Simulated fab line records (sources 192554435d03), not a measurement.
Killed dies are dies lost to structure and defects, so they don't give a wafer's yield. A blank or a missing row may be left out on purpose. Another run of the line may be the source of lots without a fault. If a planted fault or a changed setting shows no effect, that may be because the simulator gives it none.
Lot-split experiment :: flow n5 finfet :: 21 wafers read across 7 lots, on a route 1938 steps long

## THE SPLIT
At N5_BEOL_M11_VIA_ETCH_34 (etches SiCOH lowk in C4F6/O2, target depth 184.5 nm, time 69.2 s), the setting time s was moved away from the recipe's 69.2 s on 4 of the 21 wafers read, by -12.6% to +18.3%. This setting was run at the recipe's value on the other wafers.

The split's own step is where the reading is taken.

## THE READING
SOC_of_BEOL_M11_COAT_63.thk nm (the simulator's own value, which no gauge read), in nm, at N5_BEOL_M11_VIA_ETCH_34 (etches SiCOH lowk in C4F6/O2, target depth 184.5 nm, time 69.2 s). There is no usual value for it anywhere in the file. Across the 17 wafers here that went through the recipe, the average is 91.8 nm and the standard deviation 0.32 nm.

wafer: L081.1
tool, chamber at the split: rie diel-04, 2
time s as run, s: 69.2
against the recipe: recipe
SOC_of_BEOL_M11_COAT_63.thk nm, nm: 92
against lot-mates on the recipe: -

wafer: L081.2
tool, chamber at the split: rie diel-04, 3
time s as run, s: 69.2
against the recipe: recipe
SOC_of_BEOL_M11_COAT_63.thk nm, nm: 91.4
against lot-mates on the recipe: -

wafer: L081.3
tool, chamber at the split: rie diel-04, 1
time s as run, s: 69.2
against the recipe: recipe
SOC_of_BEOL_M11_COAT_63.thk nm, nm: 91.8
against lot-mates on the recipe: -

wafer: L083.2
tool, chamber at the split: rie diel-04, 2
time s as run, s: 69.2
against the recipe: recipe
SOC_of_BEOL_M11_COAT_63.thk nm, nm: 92
against lot-mates on the recipe: -

wafer: L083.3
tool, chamber at the split: rie diel-04, 3
time s as run, s: 69.2
against the recipe: recipe
SOC_of_BEOL_M11_COAT_63.thk nm, nm: 92
against lot-mates on the recipe: -

wafer: L083.4
tool, chamber at the split: rie diel-04, 1
time s as run, s: 69.2
against the recipe: recipe
SOC_of_BEOL_M11_COAT_63.thk nm, nm: 92.2
against lot-mates on the recipe: -

wafer: L087.1
tool, chamber at the split: rie diel-05, 0
time s as run, s: 60.51
against the recipe: -12.6%
SOC_of_BEOL_M11_COAT_63.thk nm, nm: 93.2
against lot-mates on the recipe: +1.2

wafer: L087.2
tool, chamber at the split: rie diel-05, 3
time s as run, s: 69.2
against the recipe: recipe
SOC_of_BEOL_M11_COAT_63.thk nm, nm: 91.6
against lot-mates on the recipe: -

wafer: L087.4
tool, chamber at the split: rie diel-05, 1
time s as run, s: 69.2
against the recipe: recipe
SOC_of_BEOL_M11_COAT_63.thk nm, nm: 92.4
against lot-mates on the recipe: -

wafer: L091.1
tool, chamber at the split: rie diel-01, 0
time s as run, s: 69.2
against the recipe: recipe
SOC_of_BEOL_M11_COAT_63.thk nm, nm: 91.8
against lot-mates on the recipe: -

wafer: L091.2
tool, chamber at the split: rie diel-01, 1
time s as run, s: 69.2
against the recipe: recipe
SOC_of_BEOL_M11_COAT_63.thk nm, nm: 92
against lot-mates on the recipe: -

wafer: L091.5
tool, chamber at the split: rie diel-01, 1
time s as run, s: 69.2
against the recipe: recipe
SOC_of_BEOL_M11_COAT_63.thk nm, nm: 92
against lot-mates on the recipe: -

wafer: L094.1
tool, chamber at the split: rie diel-04, 2
time s as run, s: 60.52
against the recipe: -12.5%
SOC_of_BEOL_M11_COAT_63.thk nm, nm: 92.8
against lot-mates on the recipe: +1.2

wafer: L094.2
tool, chamber at the split: rie diel-04, 1
time s as run, s: 60.52
against the recipe: -12.5%
SOC_of_BEOL_M11_COAT_63.thk nm, nm: 93
against lot-mates on the recipe: +1.4

wafer: L094.4
tool, chamber at the split: rie diel-04, 1
time s as run, s: 69.2
against the recipe: recipe
SOC_of_BEOL_M11_COAT_63.thk nm, nm: 91.6
against lot-mates on the recipe: -

wafer: L093.2
tool, chamber at the split: rie diel-04, 3
time s as run, s: 69.2
against the recipe: recipe
SOC_of_BEOL_M11_COAT_63.thk nm, nm: 91.2
against lot-mates on the recipe: -

wafer: L093.3
tool, chamber at the split: rie diel-04, 1,2
time s as run, s: 69.2
against the recipe: recipe
SOC_of_BEOL_M11_COAT_63.thk nm, nm: 91.6
against lot-mates on the recipe: -

wafer: L093.4
tool, chamber at the split: rie diel-04, 1,2
time s as run, s: 69.2
against the recipe: recipe
SOC_of_BEOL_M11_COAT_63.thk nm, nm: 91.6
against lot-mates on the recipe: -

wafer: L096.1
tool, chamber at the split: rie diel-01, 2
time s as run, s: 81.87
against the recipe: +18.3%
SOC_of_BEOL_M11_COAT_63.thk nm, nm: 90.2
against lot-mates on the recipe: -1.2

wafer: L096.2
tool, chamber at the split: rie diel-01, 3
time s as run, s: 69.2
against the recipe: recipe
SOC_of_BEOL_M11_COAT_63.thk nm, nm: 91.4
against lot-mates on the recipe: -

wafer: L096.3
tool, chamber at the split: rie diel-01, 0
time s as run, s: 69.2
against the recipe: recipe
SOC_of_BEOL_M11_COAT_63.thk nm, nm: 91.4
against lot-mates on the recipe: -
Where a row lists several chambers, the file gives one row for several wafers and doesn't say which wafer went through which chamber.

THE FIT
A straight line over all 21 wafers: SOC_of_BEOL_M11_COAT_63.thk nm changes by -0.0927 nm for each +1% of time s; r = -0.89; the points scatter about the line by 0.31 nm.
The same after taking each lot's own level away (the mean of its wafers on the recipe; 21 wafers): -0.0852 nm for each +1%; r = -0.93; scatter 0.22 nm.
Per that fit: largest time s move, reading shift of 1.6 nm.
Measured against the standard deviation above, the lots' own levels, which go from 91.40 to 92.07 nm, span 2.1 times it.
The two slopes agree, so the slope changes little with the lot-to-lot level.
Check: -1.85 nm against its lot-mates is what the line predicts for one of the wafers moved furthest among these (+18.3%) when that wafer is left out of the fit. Against them it came out at -1.2 nm.

## THE OTHER SPLITS THESE WAFERS WENT THROUGH
Other splits were also applied to these wafers ahead of the reading. Each is held against what the fit with the lots' levels taken away leaves over:
other split on the same wafers: N5_BEOL_M11_EXPOSE_25 dose mj
wafers away from the commonest value: 7
r with SOC_of_BEOL_M11_COAT_63.thk nm (lot level and that fit taken away): -0.15

## THE WHOLE CHAIN: every reading that the file lists as answering this split, in the file's order
step: N5_BEOL_M11_VIA_ETCH_34
what it does: etches SiCOH lowk in C4F6/O2, target depth 184.5 nm, time 69.2 s
reading: etch.depth nm (the simulator's own value, which no gauge read)
change (the file's fit): +1.96 nm for each +1% of the setting
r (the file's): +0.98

step: N5_BEOL_M11_VIA_ETCH_34
what it does: etches SiCOH lowk in C4F6/O2, target depth 184.5 nm, time 69.2 s
reading: SOC_of_BEOL_M11_COAT_63.thk nm (the simulator's own value, which no gauge read)
change (the file's fit): -0.082 nm for each +1% of the setting
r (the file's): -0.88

## THE FILE'S OWN FIT
SOC_of_BEOL_M11_COAT_63.thk nm changes by -0.082 nm for each +1% of time s, r = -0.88.
